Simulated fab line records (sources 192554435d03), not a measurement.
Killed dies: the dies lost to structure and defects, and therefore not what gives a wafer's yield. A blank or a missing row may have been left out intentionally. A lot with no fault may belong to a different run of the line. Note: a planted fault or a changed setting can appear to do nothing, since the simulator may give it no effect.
A lot that was struck, set against a sound lot ; flow n5Finfet ; 14 steps out of a route of 1938
Sound: these wafers, L695.2, L695.3, L695.5. Struck: wafer L689.4. (L689.3, L689.5 of the same lot were not struck and are left out.) The cause comes at the end.
At each step with rows: each side's tool, then ch and its chambers, then its first start. Under that, the readings that differ: sound wafers ; struck wafers ; difference of the means ; sigmas: that difference in standard deviations of wafers without a fault.
alike: a reading whose means differ by less than 2 such deviations, as well as words and numbers matching on both sides. not compared: withheld readings; readings where some wafer has no value; bounds like >300 that might hide an equal value; numbers whose values overlap and for which the record gives no deviation.
The two part at a step that has a row with sigmas, a row that says differs or no value, or rows on one side only. Non-overlapping numbers with no deviation appear without sigmas and do not part them. Lack of a reading on every wafer of one side parts them only where that side has two or more wafers.

N5_BEOL_M12_PRE_CLEAN_42: time 30 s.
  struck on pvdSputter-02, day 14 12:47; sound on pvdSputter-01, day 15 22:32
reading;sound;struck;difference;sigmas
heaterPowerW (W);342 273 349;378;+57;+2
N5_BEOL_M12_SPUTTER_43: material TaN, target thk 15 nm, time 24.19 s.
  struck on pvdSputter-02, day 14 12:49; sound on pvdSputter-01, day 15 22:34
  alike: throttleValvePct
then, 1 step without rows for these wafers: N5_BEOL_M12_SPUTTER_44 (material Ta, target thk 10 nm, time 16.13 s).
N5_BEOL_M12_SPUTTER_45: material Cu, target thk 80 nm, time 13.33 s.
  struck on pvdSputter-02, day 14 12:59; sound on pvdSputter-01, day 15 22:44
  alike: chuckGasFlowSccm, throttleValvePct
then, 1 step without rows for these wafers: N5_BEOL_M12_ECD_47 (material Cu, target thk 720 nm).
N5_BEOL_M12_ANNEAL_48: time 90 s.
  sound on rtpAnneal-02 ch 0, day 16 00:14; struck on rtpAnneal-02 ch 0, day 14 13:20
  alike: wafer_temp_C_max
N5_BEOL_M12_CMP_49: polishes, stops on SiOC, t overpolish 20.6 s, target thk 320 nm.
  sound on cmp-04 ch 0,1,3, day 16 00:32; struck on cmp-03 ch 3, day 14 13:35
  alike: barrierFieldEndpointS, motorCurrentA, overpolishRunS, slurryFilterDpKPa
N5_BEOL_M12_THK_MEAS_50: measures by xrf.
  struck on filmMetro-01, day 14 13:50; sound on filmMetro-01, day 16 00:47
  alike: M12_THK
then, 2 steps without rows for these wafers: N5_BEOL_M12_PRE_CLEAN_52 (time 15 s); N5_BEOL_M12_DEP_53 (deposits SiCN from 3MS/NH3, target thk 30 nm, time 10.5 s).
N5_BEOL_M12_RS_MEAS_54: measurement is done with a four-point probe.
  struck on filmMetro-01, day 14 13:58; sound on filmMetro-01, day 16 00:55
  alike: M12_RS
N5_BEOL_M12_INSPECT_55: inspects for defects (darkfield).
  struck on defectInspect-01, day 14 13:59; sound on defectInspect-01, day 16 00:56
reading;sound;struck;difference;sigmas
rawDefectCount;51 64 58;136;+78;+3
N5_BEOL_M13_ILD_DEP_00: deposits SiOC from DEMS/O2, target thk 837.92 nm, time 166.4 s.
  sound on pecvd-03 ch 0,1, day 16 00:59; struck on pecvd-04 ch 0, day 14 14:01
reading;sound;struck;difference;sigmas
heaterPowerOuterW (W);211 160 242;339;+135;+2
heaterPowerW (W);390 358 426;606;+215;+2
susceptorTempC (C);349.82 349.77 349.90;348.16;-1.67;-8
throttleValvePct (%);13.1 12.9 13.2;11.0;-2.1;-2
  alike: showerheadPlenumPTorr
N5_BEOL_M13_THK_MEAS_01:
  struck on filmMetro-01, day 14 14:10; sound on filmMetro-02, day 16 01:08
reading;sound;struck;difference;sigmas
M13_ILD_THK (nm);812 817 832;863;+43;+4

WHERE THEY PART
At N5_BEOL_M12_PRE_CLEAN_42 first; at N5_BEOL_M13_THK_MEAS_01 last (within this record only).

WHY: the cause the simulator had injected
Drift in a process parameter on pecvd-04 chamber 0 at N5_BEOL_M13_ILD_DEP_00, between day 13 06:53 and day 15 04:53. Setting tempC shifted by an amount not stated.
